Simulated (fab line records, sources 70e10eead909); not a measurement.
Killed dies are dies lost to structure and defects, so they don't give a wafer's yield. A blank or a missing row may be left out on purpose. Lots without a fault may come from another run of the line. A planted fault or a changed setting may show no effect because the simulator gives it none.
Chamber matching | flow nand_harc | NHARC_A_DECK1_JOINT_ETCHBACK_07 on rie_si-01: 4 sister chambers
The step etches the open film in HBr, target depth 105 nm, time 26.9 s. 7 wafers are shown with their chamber, then 7 later ones without.

WAFERS WITH THEIR CHAMBER
wafer  | chamber | drypump_motor_current_A (A) | oes_product_au (a.u.)
L080.5 | 3       | 5.7                         | 1.018
L081.1 | 0       | 5.5                         | 1.013
L086.1 | 1       | 5.1                         | 1.003
L086.3 | 2       | 4.8                         | 0.995
L086.5 | 1       | 5.2                         | 0.998
L090.2 | 2       | 4.8                         | 0.994
L090.3 | 0       | 5.5                         | 1.014

WAFERS WITHOUT THEIR CHAMBER
wafer  | drypump_motor_current_A (A) | oes_product_au (a.u.)
L090.6 | 4.8                         | 0.997
L093.2 | 5.5                         | 1.023
L093.4 | 5.7                         | 1.040
L093.6 | 4.8                         | 1.008
L097.2 | 5.7                         | 1.017
L097.3 | 4.8                         | 0.997
L097.5 | 5.5                         | 1.021

WHICH CHAMBER EACH WENT THROUGH
wafer  | from the rows above     | in truth
L090.6 | 2                       | 2
L093.2 | can't be placed: 0 or 3 | 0
L093.4 | 3                       | 3
L093.6 | 2                       | 2
L097.2 | 3                       | 3
L097.3 | 2                       | 2
L097.5 | can't be placed: 0 or 3 | 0
Placed correctly: 5 of 7. Can't be placed from these rows: 2 (the true chamber is among the candidates in 2). Placed wrongly: 0.
How it was worked out, from the rows above alone: a wafer's distance from a chamber is the root of the sum, over the readings, of the square of ((its reading less the chamber's mean) divided by the reading's scatter). The wafer belongs to the nearest chamber; if the next one is less than 2 further off, it can't be placed. A chamber's mean is the mean of its shown wafers. The scatter: the root of (the sum of the squares of (reading less its chamber's mean) over the shown wafers, divided by (wafers less chambers)).
